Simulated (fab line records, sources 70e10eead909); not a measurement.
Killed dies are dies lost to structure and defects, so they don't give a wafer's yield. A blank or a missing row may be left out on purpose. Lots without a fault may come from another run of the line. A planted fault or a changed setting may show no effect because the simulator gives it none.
Which tool did it? | flow nand_harc | 24 lots, 72 wafers sampled, at 6 steps of a route of 1302

WHAT THE GAUGES READ, wafer by wafer
The record holds no reading of a measuring or inspecting step that can be judged against a usual standard deviation.

WHICH TOOL RAN EACH LOT (tool, then ch and the chambers of the sampled wafers, then the start)
lot  | NHARC_A_CHANNEL_HOLE_D2_ETCH_23  | NHARC_A_CHANNEL_FILL_D2_ETCHBACK_19 | NHARC_A_STAIRCASE_TRIM_20          | NHARC_A_STAIRCASE_ETCH_21                   | NHARC_A_STAIRCASE_TRIM_26          | NHARC_A_STAIRCASE_ETCH_192
L074 | har_etch-02 ch 0,1, day 13 07:09 | rie_si-03 ch 0,1,2, day 14 13:38    | rie_diel-12 ch 0,1, day 15 19:04   | rie_diel-12 ch 2,3, no start                | rie_diel-12 ch 2,3, no start       | rie_diel-09 ch 1,2, no start
L076 | har_etch-01 ch 0,1, day 14 06:53 | rie_si-03 ch 0,1, day 15 11:55      | rie_diel-06 ch 0,1,3, day 16 16:01 | rie_diel-06 ch 0,1, no start                | rie_diel-06 ch 0,2,3, no start     | rie_diel-06 ch 1,3, no start
L077 | har_etch-02 ch 1, day 14 09:16   | rie_si-01 ch 0,1,3, day 15 16:27    | rie_diel-12 ch 0,3, day 16 22:04   | rie_diel-12 ch 0,1, no start                | rie_diel-12 ch 0,2,3, no start     | rie_diel-06 ch 1,3, no start
L078 | har_etch-01 ch 0, day 14 18:34   | rie_si-01 ch 0,2, day 15 23:08      | rie_diel-09 ch 1,2, day 17 04:01   | rie_diel-09 ch 0,1,3, no start              | rie_diel-09 ch 0,1,3, no start     | rie_diel-09 ch 1,2, no start
L079 | har_etch-01 ch 0,1, day 15 08:14 | rie_si-04 ch 0,3, day 16 13:49      | rie_diel-12 ch 2,3, day 17 17:59   | rie_diel-12 ch 1,2, no start                | rie_diel-12 ch 2,3, no start       | rie_diel-12 ch 1,3, no start
L081 | har_etch-01 ch 0,1, day 16 04:08 | rie_si-04 ch 1,2, day 17 09:18      | rie_diel-09 ch 0,2,3, day 18 13:42 | rie_diel-09 ch 0,1,2, no start              | rie_diel-09 ch 0,3, no start       | rie_diel-06 ch 0,1,3, no start
L075 | har_etch-02 ch 0,1, day 16 04:23 | rie_si-03 ch 1,2,3, day 17 09:17    | rie_diel-12 ch 0,1,3, day 18 13:53 | rie_diel-12 ch 0,1,3, no start              | rie_diel-12 ch 1,2,3, no start     | rie_diel-12 ch 0,2,3, no start
L080 | har_etch-02 ch 0,1, day 16 09:03 | rie_si-03 ch 2,3, day 17 13:42      | rie_diel-09 ch 0,2,3, day 18 23:59 | rie_diel-09 ch 0,2,3, no start              | rie_diel-09 ch 1,2,3, no start     | rie_diel-12 ch 0,2,3, no start
L082 | har_etch-01 ch 0,1, day 16 12:28 | rie_si-01 ch 0,1,2, day 17 17:35    | rie_diel-09 ch 1,2,3, day 18 20:47 | rie_diel-09 ch 0,1,2, no start              | rie_diel-09 ch 1,2,3, no start     | rie_diel-09 ch 0,1,3, no start
L083 | har_etch-01 ch 0,1, day 16 22:52 | rie_si-04 ch 0,2, day 18 05:37      | rie_diel-12 ch 0,1, day 19 10:19   | rie_diel-12 ch 0,2, no start                | rie_diel-12 ch 1,2,3, no start     | rie_diel-06 ch 1,2, no start
L084 | har_etch-01 ch 0,1, day 17 03:00 | rie_si-03 ch 2,3, day 18 05:37      | rie_diel-06 ch 1,3, day 19 09:28   | rie_diel-06 ch 1,2, no start                | rie_diel-06 ch 1,2,3, no start     | rie_diel-06 ch 0,2, no start
L085 | har_etch-02 ch 0, day 18 01:19   | rie_si-04 ch 0,1,2, day 19 08:07    | rie_diel-12 ch 0,2,3, day 20 12:01 | rie_diel-12 ch 1,2, no start                | rie_diel-12 ch 0,1, no start       | rie_diel-09 ch 1,3, no start
L086 | har_etch-01 ch 0, day 18 02:20   | rie_si-01 ch 0,1, day 19 08:08      | rie_diel-09 ch 0,1,2, day 20 12:35 | rie_diel-09 ch 0,1,2, no start              | rie_diel-09 ch 2,3, no start       | rie_diel-06 ch 1,3, no start
L087 | har_etch-02 ch 0,1, day 19 08:22 | rie_si-04 ch 0,2, day 20 13:01      | rie_diel-09 ch 2,3, day 21 16:51   | rie_diel-09 ch 1,3, day 21 17:37 or earlier | rie_diel-06 ch 0,1,3, day 21 17:37 | rie_diel-12 ch 0,1, no start
L090 | har_etch-02 ch 0,1, day 19 13:32 | rie_si-01 ch 0,2, day 20 19:53      | rie_diel-06 ch 1,2,3, day 22 04:17 | rie_diel-06 ch 1,2,3, no start              | rie_diel-06 ch 0,1,2, no start     | rie_diel-09 ch 0,1, no start
L089 | har_etch-01 ch 0,1, day 19 16:05 | rie_si-04 ch 0,1, day 20 19:53      | rie_diel-12 ch 1,3, day 22 04:12   | rie_diel-12 ch 0,2, no start                | rie_diel-12 ch 0,1,3, no start     | rie_diel-09 ch 0,2,3, no start
L088 | har_etch-02 ch 0,1, day 19 17:35 | rie_si-03 ch 1,2, day 20 19:53      | rie_diel-09 ch 0,3, day 22 04:12   | rie_diel-09 ch 0,3, no start                | rie_diel-09 ch 1,2, no start       | rie_diel-12 ch 0,1, no start
L092 | har_etch-02 ch 0,1, day 20 06:48 | rie_si-01 ch 0,1,2, day 21 12:02    | rie_diel-06 ch 0,2,3, day 22 15:46 | rie_diel-06 ch 0,1,3, no start              | rie_diel-06 ch 0,2,3, no start     | rie_diel-12 ch 0,1,2, no start
L091 | har_etch-01 ch 0,1, day 20 07:30 | rie_si-04 ch 1,2, day 21 12:02      | rie_diel-09 ch 0,3, day 22 16:06   | rie_diel-09 ch 0,1,3, no start              | rie_diel-09 ch 1,2,3, no start     | rie_diel-12 ch 1,3, no start
L093 | har_etch-01 ch 0,1, day 21 00:11 | rie_si-03 ch 2,3, day 22 06:01      | rie_diel-09 ch 0,3, day 23 11:08   | rie_diel-09 ch 0,2,3, no start              | rie_diel-09 ch 0,2,3, no start     | rie_diel-12 ch 0,1, no start
L094 | har_etch-02 ch 0, day 21 21:41   | rie_si-03 ch 0,2,3, day 23 02:35    | rie_diel-12 ch 2,3, day 24 06:32   | rie_diel-12 ch 0,2,3, no start              | rie_diel-12 ch 1,2,3, no start     | rie_diel-06 ch 0,1, no start
L095 | har_etch-01 ch 0,1, day 21 23:50 | rie_si-01 ch 0,2,3, day 23 14:50    | rie_diel-12 ch 2,3, day 24 19:07   | rie_diel-12 ch 2,3, no start                | rie_diel-12 ch 0,1,2, no start     | rie_diel-06 ch 1,2,3, no start
L096 | har_etch-02 ch 0, day 22 01:49   | rie_si-03 ch 1,3, day 23 07:49      | rie_diel-09 ch 2,3, day 24 11:53   | rie_diel-09 ch 0,1,3, no start              | rie_diel-09 ch 0,1, no start       | rie_diel-12 ch 1,2, no start
L097 | har_etch-01 ch 1, day 22 11:41   | rie_si-03 ch 0,1,2, day 23 14:49    | rie_diel-09 ch 2,3, day 24 19:20   | rie_diel-09 ch 0,2,3, no start              | rie_diel-09 ch 1,2,3, no start     | rie_diel-09 ch 2,3, no start
- NHARC_A_CHANNEL_HOLE_D2_ETCH_23: etches the open film in C4F8/O2/Ar, time 819 s, target depth 1600 nm.
- NHARC_A_CHANNEL_FILL_D2_ETCHBACK_19: etches the open film in HBr/Cl2, target depth 5 nm, time 1.7 s.
- NHARC_A_STAIRCASE_TRIM_20: chemistry O2, time 211.2 s.
- NHARC_A_STAIRCASE_ETCH_21: etches the open film in C4F8/O2, target depth 100 nm, time 40.5 s.
- NHARC_A_STAIRCASE_TRIM_26: chemistry O2, time 211.2 s.
- NHARC_A_STAIRCASE_ETCH_192: etches the open film in C4F8/O2, target depth 100 nm, time 40.5 s.

WHAT THE TOOLS THEMSELVES READ (means of the sampled wafers that have a number; where no wafer has one, the mark that the record gives instead)
NHARC_A_CHANNEL_HOLE_D2_ETCH_23.
lot  | tool        | drypump_motor_current_A (A) | showerhead_plenum_p_Torr (Torr) | throttle_valve_pct (%)
L074 | har_etch-02 | 5.5                         | 3.66                            | 32.150
L076 | har_etch-01 | 6.0                         | 3.62                            | 32.160
L077 | har_etch-02 | 5.1                         | 3.66                            | 32.152
L078 | har_etch-01 | 6.2                         | 3.55                            | 32.153
L079 | har_etch-01 | 6.1                         | 3.58                            | 32.158
L081 | har_etch-01 | 5.9                         | 3.60                            | 32.156
L075 | har_etch-02 | 5.5                         | 3.64                            | 32.155
L080 | har_etch-02 | 6.0                         | 3.64                            | 32.162
L082 | har_etch-01 | 5.9                         | 3.60                            | 32.152
L083 | har_etch-01 | 6.1                         | 3.56                            | 32.154
L084 | har_etch-01 | 6.1                         | 3.56                            | 32.156
L085 | har_etch-02 | 6.4                         | 3.63                            | 32.152
L086 | har_etch-01 | 6.2                         | 3.51                            | 32.160
L087 | har_etch-02 | 5.5                         | 3.62                            | 32.159
L090 | har_etch-02 | 5.5                         | 3.62                            | 32.142
L089 | har_etch-01 | 6.1                         | 3.54                            | 32.156
L088 | har_etch-02 | 5.5                         | 3.62                            | 32.151
L092 | har_etch-02 | 6.0                         | 3.61                            | 32.159
L091 | har_etch-01 | 6.1                         | 3.53                            | 32.155
L093 | har_etch-01 | 5.9                         | 3.56                            | 32.159
L094 | har_etch-02 | 6.5                         | 3.60                            | 32.159
L095 | har_etch-01 | 6.1                         | 3.52                            | 32.153
L096 | har_etch-02 | 6.4                         | 3.60                            | 32.155
L097 | har_etch-01 | 5.8                         | 3.59                            | 32.153

NHARC_A_CHANNEL_FILL_D2_ETCHBACK_19.
lot  | tool      | drypump_motor_current_A (A) | oes_product_au (a.u.) | throttle_valve_pct (%)
L074 | rie_si-03 | 5.9                         | 1.003                 | 26.404
L076 | rie_si-03 | 6.0                         | 1.001                 | 26.412
L077 | rie_si-01 | 6.1                         | 1.008                 | 26.407
L078 | rie_si-01 | 6.4                         | 0.990                 | 26.414
L079 | rie_si-04 | 6.0                         | 0.985                 | 26.414
L081 | rie_si-04 | 6.1                         | 1.012                 | 26.402
L075 | rie_si-03 | 6.1                         | 1.005                 | 26.408
L080 | rie_si-03 | 6.1                         | 1.008                 | 26.410
L082 | rie_si-01 | 6.4                         | 0.997                 | 26.412
L083 | rie_si-04 | 5.7                         | 1.003                 | 26.402
L084 | rie_si-03 | 6.1                         | 1.005                 | 26.417
L085 | rie_si-04 | 5.9                         | 1.006                 | 26.410
L086 | rie_si-01 | 6.3                         | 0.994                 | 26.407
L087 | rie_si-04 | 5.5                         | 1.011                 | 26.416
L090 | rie_si-01 | 6.6                         | 1.004                 | 26.407
L089 | rie_si-04 | 6.3                         | 1.004                 | 26.398
L088 | rie_si-03 | 6.0                         | 0.998                 | 26.412
L092 | rie_si-01 | 6.4                         | 0.989                 | 26.404
L091 | rie_si-04 | 5.7                         | 1.008                 | 26.405
L093 | rie_si-03 | 6.1                         | 1.003                 | 26.408
L094 | rie_si-03 | 5.9                         | 1.000                 | 26.402
L095 | rie_si-01 | 6.3                         | 0.991                 | 26.409
L096 | rie_si-03 | 6.2                         | 1.005                 | 26.400
L097 | rie_si-03 | 5.9                         | 0.995                 | 26.410

NHARC_A_STAIRCASE_TRIM_20.
lot  | tool        | drypump_motor_current_A (A) | oes_product_au (a.u.) | rf_vpp_V (V) | showerhead_plenum_p_Torr (Torr) | throttle_valve_pct (%)
L074 | rie_diel-12 | 6.4                         | 1.008                 | 57.7         | 3.52                            | 17.031
L076 | rie_diel-06 | 5.4                         | 0.989                 | 57.6         | 3.48                            | 17.043
L077 | rie_diel-12 | 6.0                         | 1.005                 | 56.8         | 3.39                            | 17.034
L078 | rie_diel-09 | 5.9                         | 0.988                 | 58.0         | 3.45                            | 17.039
L079 | rie_diel-12 | 5.7                         | 0.995                 | 57.1         | 3.30                            | 17.027
L081 | rie_diel-09 | 5.9                         | 0.997                 | 57.8         | 3.61                            | 17.029
L075 | rie_diel-12 | 6.3                         | 1.007                 | 57.9         | 3.40                            | 17.036
L080 | rie_diel-09 | 5.9                         | 0.991                 | 57.9         | 3.61                            | 17.046
L082 | rie_diel-09 | 6.1                         | 0.993                 | 57.3         | 3.60                            | 17.037
L083 | rie_diel-12 | 6.4                         | 1.012                 | 57.3         | 3.50                            | 17.035
L084 | rie_diel-06 | 5.3                         | 0.999                 | 57.4         | 3.45                            | 17.035
L085 | rie_diel-12 | 5.9                         | 0.998                 | 58.2         | 3.58                            | 17.027
L086 | rie_diel-09 | 5.9                         | 1.000                 | 57.3         | 3.59                            | 17.034
L087 | rie_diel-09 | 6.1                         | 0.986                 | 57.5         | 3.60                            | 17.024
L090 | rie_diel-06 | 5.2                         | 1.000                 | 57.5         | 3.50                            | 17.036
L089 | rie_diel-12 | 6.1                         | 1.011                 | 57.4         | 3.64                            | 17.042
L088 | rie_diel-09 | 6.0                         | 1.002                 | 58.8         | 3.75                            | 17.035
L092 | rie_diel-06 | 5.2                         | 0.993                 | 57.5         | 3.36                            | 17.028
L091 | rie_diel-09 | 6.1                         | 1.005                 | 58.2         | 3.74                            | 17.036
L093 | rie_diel-09 | 6.2                         | 1.004                 | 58.4         | 3.74                            | 17.030
L094 | rie_diel-12 | 5.7                         | 1.012                 | 56.4         | 3.63                            | 17.044
L095 | rie_diel-12 | 5.7                         | 1.014                 | 58.4         | 3.63                            | 17.035
L096 | rie_diel-09 | 5.8                         | 1.000                 | 57.8         | 3.43                            | 17.039
L097 | rie_diel-09 | 6.1                         | 0.994                 | 57.8         | 3.58                            | 17.034

NHARC_A_STAIRCASE_ETCH_21.
lot  | tool        | oes_product_au (a.u.) | rf_vpp_V (V)
L074 | rie_diel-12 | 0.961                 | 889
L076 | rie_diel-06 | 0.964                 | 900
L077 | rie_diel-12 | 0.977                 | 893
L078 | rie_diel-09 | 0.973                 | 904
L079 | rie_diel-12 | 0.937                 | 889
L081 | rie_diel-09 | 0.969                 | 899
L075 | rie_diel-12 | 0.972                 | 890
L080 | rie_diel-09 | 0.931                 | 898
L082 | rie_diel-09 | 0.943                 | 899
L083 | rie_diel-12 | 0.977                 | 892
L084 | rie_diel-06 | 0.951                 | 896
L085 | rie_diel-12 | 0.956                 | 889
L086 | rie_diel-09 | 0.950                 | 898
L087 | rie_diel-09 | 0.955                 | 903
L090 | rie_diel-06 | 0.971                 | 896
L089 | rie_diel-12 | 0.945                 | 892
L088 | rie_diel-09 | 0.959                 | 904
L092 | rie_diel-06 | 0.952                 | 894
L091 | rie_diel-09 | 0.937                 | 904
L093 | rie_diel-09 | 0.956                 | 898
L094 | rie_diel-12 | 0.957                 | 898
L095 | rie_diel-12 | 0.946                 | 894
L096 | rie_diel-09 | 0.965                 | 902
L097 | rie_diel-09 | 0.959                 | 897

NHARC_A_STAIRCASE_TRIM_26.
lot  | tool        | drypump_motor_current_A (A) | oes_product_au (a.u.) | rf_vpp_V (V) | showerhead_plenum_p_Torr (Torr) | throttle_valve_pct (%)
L074 | rie_diel-12 | 5.6                         | 1.003                 | 57.3         | 3.33                            | 17.032
L076 | rie_diel-06 | 5.2                         | 0.996                 | 57.5         | 3.38                            | 17.034
L077 | rie_diel-12 | 5.9                         | 1.000                 | 57.4         | 3.41                            | 17.034
L078 | rie_diel-09 | 6.2                         | 1.007                 | 58.9         | 3.76                            | 17.034
L079 | rie_diel-12 | 5.7                         | 1.010                 | 56.4         | 3.30                            | 17.044
L081 | rie_diel-09 | 6.0                         | 0.999                 | 58.6         | 3.76                            | 17.030
L075 | rie_diel-12 | 6.0                         | 0.998                 | 57.3         | 3.32                            | 17.039
L080 | rie_diel-09 | 6.0                         | 0.995                 | 58.2         | 3.60                            | 17.023
L082 | rie_diel-09 | 6.1                         | 0.994                 | 57.7         | 3.60                            | 17.021
L083 | rie_diel-12 | 6.0                         | 1.007                 | 56.5         | 3.31                            | 17.033
L084 | rie_diel-06 | 5.2                         | 0.994                 | 58.5         | 3.51                            | 17.044
L085 | rie_diel-12 | 6.5                         | 1.009                 | 56.6         | 3.42                            | 17.036
L086 | rie_diel-09 | 5.8                         | 0.992                 | 58.2         | 3.45                            | 17.034
L087 | rie_diel-06 | 5.3                         | 0.995                 | 57.5         | 3.47                            | 17.045
L090 | rie_diel-06 | 5.2                         | 1.001                 | 58.0         | 3.52                            | 17.028
L089 | rie_diel-12 | 6.3                         | 1.009                 | 57.6         | 3.57                            | 17.035
L088 | rie_diel-09 | 6.1                         | 0.993                 | 57.5         | 3.58                            | 17.034
L092 | rie_diel-06 | 5.2                         | 0.993                 | 57.6         | 3.36                            | 17.035
L091 | rie_diel-09 | 6.1                         | 1.003                 | 57.5         | 3.58                            | 17.026
L093 | rie_diel-09 | 5.9                         | 1.003                 | 58.5         | 3.59                            | 17.042
L094 | rie_diel-12 | 6.0                         | 1.010                 | 57.4         | 3.47                            | 17.039
L095 | rie_diel-12 | 6.1                         | 1.001                 | 57.4         | 3.40                            | 17.037
L096 | rie_diel-09 | 6.0                         | 1.004                 | 58.0         | 3.73                            | 17.036
L097 | rie_diel-09 | 6.1                         | 0.990                 | 57.4         | 3.57                            | 17.037

NHARC_A_STAIRCASE_ETCH_192.
lot  | tool        | oes_product_au (a.u.) | rf_vpp_V (V)
L074 | rie_diel-09 | 0.948                 | 898
L076 | rie_diel-06 | 0.950                 | 899
L077 | rie_diel-06 | 0.935                 | 893
L078 | rie_diel-09 | 0.932                 | 893
L079 | rie_diel-12 | 0.946                 | 889
L081 | rie_diel-06 | 0.933                 | 894
L075 | rie_diel-12 | 0.944                 | 890
L080 | rie_diel-12 | 0.950                 | 891
L082 | rie_diel-09 | 0.939                 | 904
L083 | rie_diel-06 | 0.936                 | 897
L084 | rie_diel-06 | 0.940                 | 893
L085 | rie_diel-09 | 0.943                 | 903
L086 | rie_diel-06 | 0.938                 | 893
L087 | rie_diel-12 | 0.942                 | 893
L090 | rie_diel-09 | 0.940                 | 903
L089 | rie_diel-09 | 0.945                 | 898
L088 | rie_diel-12 | 0.964                 | 891
L092 | rie_diel-12 | 0.944                 | 891
L091 | rie_diel-12 | 0.951                 | 894
L093 | rie_diel-12 | 0.947                 | 891
L094 | rie_diel-06 | 0.948                 | 894
L095 | rie_diel-06 | 0.947                 | 894
L096 | rie_diel-12 | 0.946                 | 889
L097 | rie_diel-09 | 0.943                 | 897

THE ANSWER, worked out from the rows above alone
Rule: what is usual is taken from the lots themselves. Put in order of their means at a reading, lots are off if they are a third of the lots or fewer, leave a main group of 4 or more, and stand apart from it by a gap of 3 or more times the standard deviation of the main group's means; of several such gaps the widest counts. A main group whose means are all the same, to the digits that the tables above print for the reading, isn't used. A lot without any number at a reading at which 4 lots or more have one is off too. The other lots that the step has rows for count as sound. The gauges are gone through in route order, then the tools' own readings, and for those a lot's mean is taken as printed above. The first step at which some lot is off is used, and at that step the reading that is off furthest; a lot without a number counts as furthest.
No lot is off at any reading shown: from this, nothing can be told.

WHAT THE SIMULATOR HAD PUT IN
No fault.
